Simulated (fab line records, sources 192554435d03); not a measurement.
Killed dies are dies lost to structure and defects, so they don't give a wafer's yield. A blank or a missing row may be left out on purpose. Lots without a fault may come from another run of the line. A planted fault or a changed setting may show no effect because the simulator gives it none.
Which tool did it? | flow n5_finfet | 11 lots, 33 wafers sampled, at 5 steps of a route of 1938

WHAT THE GAUGES READ, wafer by wafer
N5_STI_FIN_REVEAL_CD_MEAS_22: target cd 6.238 nm, pitch 28 nm.
lot  | measured    | on        | cd_nm (nm)
L764 | day 3 13:56 | cd_sem-01 | 5.34 6.26 6.01
L766 | day 3 23:57 | cd_sem-01 | 6.14 6.61 6.17
L767 | day 4 07:34 | cd_sem-01 | 6.26 6.04 6.31
L769 | day 4 20:23 | cd_sem-02 | 6.16 6.58 6.26
L770 | day 5 01:24 | cd_sem-03 | 7.72 6.95 6.73
L771 | day 5 11:02 | cd_sem-01 | 7.38 7.16 7.65
L778 | day 7 01:59 | cd_sem-02 | 6.13 5.89 5.89
L779 | day 7 10:16 | cd_sem-03 | 6.74 6.06 6.08
L780 | day 7 13:17 | cd_sem-02 | 6.59 6.03 6.08
L781 | day 7 21:25 | cd_sem-03 | 6.77 6.17 6.52
L782 | day 7 23:49 | cd_sem-03 | 6.45 5.95 6.37

WHICH TOOL RAN EACH LOT (tool, then ch and the chambers of the sampled wafers, then the start)
lot  | N5_FIN_CUT_DESCUM_13              | N5_FIN_CUT_CUT_ETCH_26            | N5_STI_FIN_REVEAL_DENSIFY_30    | N5_STI_FIN_REVEAL_OXIDATION_31
L764 | rie_diel-02 ch 1,2, day 3 03:45   | rie_diel-02 ch 1,2, day 3 04:11   | rtp_anneal-01 ch 0, day 3 10:35 | plasma_asher-02 ch 0,1, day 3 13:25
L766 | rie_diel-06 ch 0,3, day 3 14:06   | rie_diel-06 ch 0,3, day 3 14:32   | rtp_anneal-02 ch 0, day 3 20:42 | plasma_asher-01 ch 0,1, day 3 23:23
L767 | rie_diel-02 ch 2,3, day 3 21:11   | rie_diel-02 ch 2,3, day 3 21:37   | rtp_anneal-01 ch 0, day 4 03:53 | plasma_asher-01 ch 0,1, day 4 06:34
L769 | rie_diel-02 ch 1,3, day 4 10:07   | rie_diel-02 ch 1,3, day 4 10:32   | rtp_anneal-01 ch 0, day 4 17:10 | plasma_asher-01 ch 0,1, day 4 19:46
L770 | rie_diel-06 ch 1,2,3, day 4 15:19 | rie_diel-06 ch 1,2,3, day 4 15:46 | rtp_anneal-02 ch 0, day 4 21:41 | plasma_asher-01 ch 0,1, day 5 00:53
L771 | rie_diel-02 ch 0,3, day 5 01:09   | rie_diel-02 ch 0,3, day 5 01:35   | rtp_anneal-02 ch 0, day 5 07:44 | plasma_asher-01 ch 0,1, day 5 10:31
L778 | rie_diel-02 ch 1,3, day 6 14:47   | rie_diel-02 ch 1,3, day 6 15:13   | rtp_anneal-02 ch 0, day 6 22:46 | plasma_asher-01 ch 0,1, day 7 01:28
L779 | rie_diel-06 ch 0,2, day 6 22:49   | rie_diel-06 ch 0,2, day 6 23:16   | rtp_anneal-02 ch 0, day 7 07:06 | plasma_asher-01 ch 0,1, day 7 09:46
L780 | rie_diel-06 ch 0,2, day 7 03:34   | rie_diel-06 ch 0,2, day 7 04:00   | rtp_anneal-02 ch 0, day 7 10:09 | plasma_asher-01 ch 0,1, day 7 12:47
L781 | rie_diel-01 ch 0,1,3, day 7 11:42 | rie_diel-01 ch 0,1,3, day 7 12:08 | rtp_anneal-01 ch 0, day 7 18:19 | plasma_asher-01 ch 0,1, day 7 20:53
L782 | rie_diel-01 ch 0,2,3, day 7 14:09 | rie_diel-01 ch 0,2,3, day 7 14:35 | rtp_anneal-01 ch 0, day 7 20:41 | plasma_asher-01 ch 0,1, day 7 23:18
- N5_FIN_CUT_DESCUM_13: chemistry O2, time 7 s.
- N5_FIN_CUT_CUT_ETCH_26: etches SiNx in CH3F/O2, target depth 39 nm, time 55.7 s.
- N5_STI_FIN_REVEAL_DENSIFY_30
- N5_STI_FIN_REVEAL_OXIDATION_31: chemistry O2 PLASMA REMOTE, time 20 s.

WHAT THE TOOLS THEMSELVES READ (means of the sampled wafers that have a number; where no wafer has one, the mark that the record gives instead)
N5_FIN_CUT_DESCUM_13.
lot  | tool        | drypump_motor_current_A (A) | oes_product_au (a.u.) | rf_vpp_V (V) | showerhead_plenum_p_Torr (Torr) | throttle_valve_pct (%)
L764 | rie_diel-02 | 5.80                        | 0.90                  | 243.7        | 2.11                            | 20.08
L766 | rie_diel-06 | 5.83                        | 0.78                  | 244.3        | 2.13                            | 20.36
L767 | rie_diel-02 | 5.49                        | 0.82                  | 242.4        | 2.06                            | 20.26
L769 | rie_diel-02 | 5.46                        | 0.82                  | 243.0        | 2.02                            | 20.41
L770 | rie_diel-06 | 5.54                        | 0.78                  | 244.2        | 2.16                            | 20.28
L771 | rie_diel-02 | 5.26                        | 0.76                  | 243.1        | 2.06                            | 20.48
L778 | rie_diel-02 | 5.55                        | 0.83                  | 242.3        | 2.03                            | 20.42
L779 | rie_diel-06 | 5.54                        | 0.74                  | 244.2        | 2.14                            | 20.35
L780 | rie_diel-06 | 5.57                        | 0.73                  | 243.6        | 2.14                            | 20.33
L781 | rie_diel-01 | 5.35                        | 0.78                  | 242.5        | 2.10                            | 20.54
L782 | rie_diel-01 | 5.43                        | 0.77                  | 243.4        | 2.10                            | 20.71

N5_FIN_CUT_CUT_ETCH_26.
lot  | tool        | drypump_motor_current_A (A) | oes_product_au (a.u.) | rf_vpp_V (V) | showerhead_plenum_p_Torr (Torr) | throttle_valve_pct (%)
L764 | rie_diel-02 | 5.78                        | 0.90                  | 306          | 2.00                            | 15.96
L766 | rie_diel-06 | 5.83                        | 0.79                  | 294          | 2.05                            | 16.41
L767 | rie_diel-02 | 5.50                        | 0.83                  | 299          | 1.96                            | 16.14
L769 | rie_diel-02 | 5.47                        | 0.82                  | 297          | 1.93                            | 16.28
L770 | rie_diel-06 | 5.55                        | 0.79                  | 296          | 2.06                            | 16.19
L771 | rie_diel-02 | 5.26                        | 0.76                  | 298          | 1.97                            | 16.35
L778 | rie_diel-02 | 5.55                        | 0.84                  | 298          | 1.93                            | 16.28
L779 | rie_diel-06 | 5.53                        | 0.74                  | 287          | 2.04                            | 16.30
L780 | rie_diel-06 | 5.54                        | 0.73                  | 288          | 2.04                            | 16.31
L781 | rie_diel-01 | 5.35                        | 0.77                  | 293          | 2.00                            | 16.43
L782 | rie_diel-01 | 5.45                        | 0.76                  | 295          | 2.01                            | 16.61

N5_STI_FIN_REVEAL_DENSIFY_30.
lot  | tool          | lamp_power_pct (%)
L764 | rtp_anneal-01 | 11.55
L766 | rtp_anneal-02 | 11.57
L767 | rtp_anneal-01 | 11.50
L769 | rtp_anneal-01 | 11.56
L770 | rtp_anneal-02 | 11.50
L771 | rtp_anneal-02 | 11.52
L778 | rtp_anneal-02 | 11.50
L779 | rtp_anneal-02 | 11.55
L780 | rtp_anneal-02 | 11.54
L781 | rtp_anneal-01 | 11.52
L782 | rtp_anneal-01 | 11.50

N5_STI_FIN_REVEAL_OXIDATION_31.
lot  | tool            | chamber_pressure_mTorr (mTorr) | drypump_motor_current_A (A) | heater_power_w (W)
L764 | plasma_asher-02 | 1000.7                         | 6.2                         | 139
L766 | plasma_asher-01 | 999.7                          | 5.4                         | 133
L767 | plasma_asher-01 | 999.0                          | 5.4                         | 132
L769 | plasma_asher-01 | 1000.5                         | 5.4                         | 132
L770 | plasma_asher-01 | -                              | -                           | -
L771 | plasma_asher-01 | -                              | -                           | -
L778 | plasma_asher-01 | 999.4                          | 5.4                         | 131
L779 | plasma_asher-01 | 1000.0                         | 5.6                         | 142
L780 | plasma_asher-01 | 999.4                          | 5.4                         | 132
L781 | plasma_asher-01 | 999.8                          | 5.5                         | 144
L782 | plasma_asher-01 | 999.5                          | 5.4                         | 132

THE ANSWER, worked out from the rows above alone
Rule: what is usual is taken from the lots themselves. Put in order of their means at a reading, lots are off if they are a third of the lots or fewer, leave a main group of 4 or more, and stand apart from it by a gap of 3 or more times the standard deviation of the main group's means; of several such gaps the widest counts. A main group whose means are all the same, to the digits that the tables above print for the reading, isn't used. A lot without any number at a reading at which 4 lots or more have one is off too. The other lots that the step has rows for count as sound. The gauges are gone through in route order, then the tools' own readings, and for those a lot's mean is taken as printed above. The first step at which some lot is off is used, and at that step the reading that is off furthest; a lot without a number counts as furthest.
Off: L770, L771, at N5_STI_FIN_REVEAL_CD_MEAS_22 (cd_nm). The main group: mean 6.22 nm, standard deviation 0.18.
A tool fits if, at a process step before that reading, it ran every lot that is off, and no sound lot after the first of them. The gauges at N5_STI_FIN_REVEAL_CD_MEAS_22 aren't tried: what is off there is off at N5_STI_FIN_REVEAL_OXIDATION_31 too, on other tools, and a gauge's error can't cause that. None of those tried fits.

WHAT THE SIMULATOR HAD PUT IN
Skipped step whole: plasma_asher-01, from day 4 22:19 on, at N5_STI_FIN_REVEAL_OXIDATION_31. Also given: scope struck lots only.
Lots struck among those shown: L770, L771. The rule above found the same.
